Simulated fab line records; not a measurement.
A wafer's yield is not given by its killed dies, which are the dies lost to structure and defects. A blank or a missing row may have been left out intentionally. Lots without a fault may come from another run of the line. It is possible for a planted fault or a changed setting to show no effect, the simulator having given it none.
Split-lot trial / flow n5Finfet / 7 lots, 21 wafers read, on a route of 1938 steps

## SPLIT DETAILS
At N5_BEOL_M6_ETCH_66 (etches SOC in N2/H2, target depth 80 nm, overetch 16 nm, time 120 s), the setting biasW was moved away from the recipe's 150 W on 8 of the 21 wafers read, by -13.0% to +14.1%. For the rest of the wafers, this setting stayed at what the recipe calls for.

The reading is taken at the split's own step.

## THE READING
rfVppV, in V, at N5_BEOL_M6_ETCH_66 (etches SOC in N2/H2, target depth 80 nm, overetch 16 nm, time 120 s). A value of 524 V with a standard deviation of 3.1 V is what fault-free wafers of this fab line usually give.

wafer=L075.1; tool, chamber at the split=rieDiel-04, 2; biasW as run, W=171.1; against the recipe=+14.1%; rfVppV, V=567; against lot-mates on the recipe=+42
wafer=L075.3; tool, chamber at the split=rieDiel-04, 3; biasW as run, W=150; against the recipe=recipe; rfVppV, V=525; against lot-mates on the recipe=-
wafer=L075.4; tool, chamber at the split=rieDiel-04, 1; biasW as run, W=171.1; against the recipe=+14.1%; rfVppV, V=566; against lot-mates on the recipe=+41
wafer=L079.1; tool, chamber at the split=rieDiel-04, 1; biasW as run, W=150; against the recipe=recipe; rfVppV, V=520; against lot-mates on the recipe=-
wafer=L079.3; tool, chamber at the split=rieDiel-04, 2; biasW as run, W=130.5; against the recipe=-13.0%; rfVppV, V=479; against lot-mates on the recipe=-41
wafer=L079.5; tool, chamber at the split=rieDiel-04, 0; biasW as run, W=130.5; against the recipe=-13.0%; rfVppV, V=480; against lot-mates on the recipe=-40
wafer=L081.2; tool, chamber at the split=rieDiel-06, 0; biasW as run, W=150; against the recipe=recipe; rfVppV, V=520; against lot-mates on the recipe=-
wafer=L081.4; tool, chamber at the split=rieDiel-06, 2; biasW as run, W=150; against the recipe=recipe; rfVppV, V=525; against lot-mates on the recipe=-
wafer=L081.6; tool, chamber at the split=rieDiel-06, 3; biasW as run, W=142.4; against the recipe=-5.1%; rfVppV, V=512; against lot-mates on the recipe=-10
wafer=L083.1; tool, chamber at the split=rieDiel-05, 1; biasW as run, W=150; against the recipe=recipe; rfVppV, V=523; against lot-mates on the recipe=-
wafer=L083.4; tool, chamber at the split=rieDiel-05, 0; biasW as run, W=150; against the recipe=recipe; rfVppV, V=526; against lot-mates on the recipe=-
wafer=L083.5; tool, chamber at the split=rieDiel-05, 2; biasW as run, W=150; against the recipe=recipe; rfVppV, V=529; against lot-mates on the recipe=-
wafer=L085.1; tool, chamber at the split=rieDiel-06, 3; biasW as run, W=150; against the recipe=recipe; rfVppV, V=530; against lot-mates on the recipe=-
wafer=L085.2; tool, chamber at the split=rieDiel-06, 2; biasW as run, W=150; against the recipe=recipe; rfVppV, V=522; against lot-mates on the recipe=-
wafer=L085.6; tool, chamber at the split=rieDiel-06, 0; biasW as run, W=150; against the recipe=recipe; rfVppV, V=521; against lot-mates on the recipe=-
wafer=L087.1; tool, chamber at the split=rieDiel-05, 1; biasW as run, W=169.1; against the recipe=+12.7%; rfVppV, V=561; against lot-mates on the recipe=+33
wafer=L087.2; tool, chamber at the split=rieDiel-05, 3; biasW as run, W=150; against the recipe=recipe; rfVppV, V=529; against lot-mates on the recipe=-
wafer=L087.3; tool, chamber at the split=rieDiel-05, 2; biasW as run, W=150; against the recipe=recipe; rfVppV, V=527; against lot-mates on the recipe=-
wafer=L097.1; tool, chamber at the split=rieDiel-05, 2; biasW as run, W=162.4; against the recipe=+8.3%; rfVppV, V=555; against lot-mates on the recipe=+28
wafer=L097.3; tool, chamber at the split=rieDiel-05, 0; biasW as run, W=150; against the recipe=recipe; rfVppV, V=527; against lot-mates on the recipe=-
wafer=L097.5; tool, chamber at the split=rieDiel-05, 2; biasW as run, W=162.4; against the recipe=+8.3%; rfVppV, V=554; against lot-mates on the recipe=+27

FIT RESULTS
A straight line over all 21 wafers: rfVppV changes by +3.19 V for each +1% of biasW; r = +0.99; the points scatter about the line by 3.6 V.
The same after taking each lot's own level away (the mean of its wafers on the recipe; 21 wafers): +2.97 V for each +1%; r = +0.99; scatter 2.8 V.
That fit puts the effect of the largest move of biasW on the reading at 42 V.
Measured against the standard deviation above, the lots' own levels, which go from 520.0 to 528.0 V, span 2.6 times it.
Consequently the slope shifts little with the lot-to-lot level, the two slopes agreeing.
Check: with one of the wafers moved furthest among these (+14.1%) left out of the fit, the line predicts +41.9 V for it against its lot-mates. Against them it came out at +42 V.
Tool readings at the split's step, against how far the setting was moved: rfVppV r = +0.99.

## FURTHER SPLITS ON THESE WAFERS
Other splits were also applied to these wafers ahead of the reading. Each is held against what the fit with the lots' levels taken away leaves over:
other split on the same wafers=N5_BEOL_M1_ALD_98 aldCycles; wafers away from the commonest value=8; r with rfVppV (lot level and that fit taken away)=-0.15
other split on the same wafers=N5_BEOL_M2_ETCH_69 biasW; wafers away from the commonest value=6; r with rfVppV (lot level and that fit taken away)=-0.12
other split on the same wafers=N5_BEOL_M3_TRENCH_ETCH_37 biasW; wafers away from the commonest value=8; r with rfVppV (lot level and that fit taken away)=-0.19
other split on the same wafers=N5_BEOL_M3_ETCH_41 targetDepthA; wafers away from the commonest value=3; r with rfVppV (lot level and that fit taken away)=-0.26
other split on the same wafers=N5_BEOL_M4_DESCUM_33 timeS; wafers away from the commonest value=6; r with rfVppV (lot level and that fit taken away)=+0.02
other split on the same wafers=N5_BEOL_M4_VIA_ETCH_34 sourceW; wafers away from the commonest value=6; r with rfVppV (lot level and that fit taken away)=-0.16
other split on the same wafers=N5_BEOL_M5_COAT_74 spinRpm; wafers away from the commonest value=10; r with rfVppV (lot level and that fit taken away)=-0.06
other split on the same wafers=N5_BEOL_M5_EXPOSE_25 doseMj; wafers away from the commonest value=11; r with rfVppV (lot level and that fit taken away)=+0.21

## THE WHOLE CHAIN: every reading that the file lists as answering this split, in the file's order
step=N5_BEOL_M6_ETCH_66; what it does=etches SOC in N2/H2, target depth 80 nm, overetch 16 nm, time 120 s; reading=rfVppV; change (the file's fit)=+2.91 V for each +1% of the setting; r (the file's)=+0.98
step=N5_BEOL_M6_ETCH_66; what it does=etches SOC in N2/H2, target depth 80 nm, overetch 16 nm, time 120 s; reading=SiARC_of_BEOL_M6_COAT_64.thkNm (the simulator's own value, which no gauge read); change (the file's fit)=-0.0651 nm for each +1% of the setting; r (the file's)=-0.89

## THE FILE'S OWN FIT
rfVppV changes by +2.91 V for each +1% of biasW, r = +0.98.
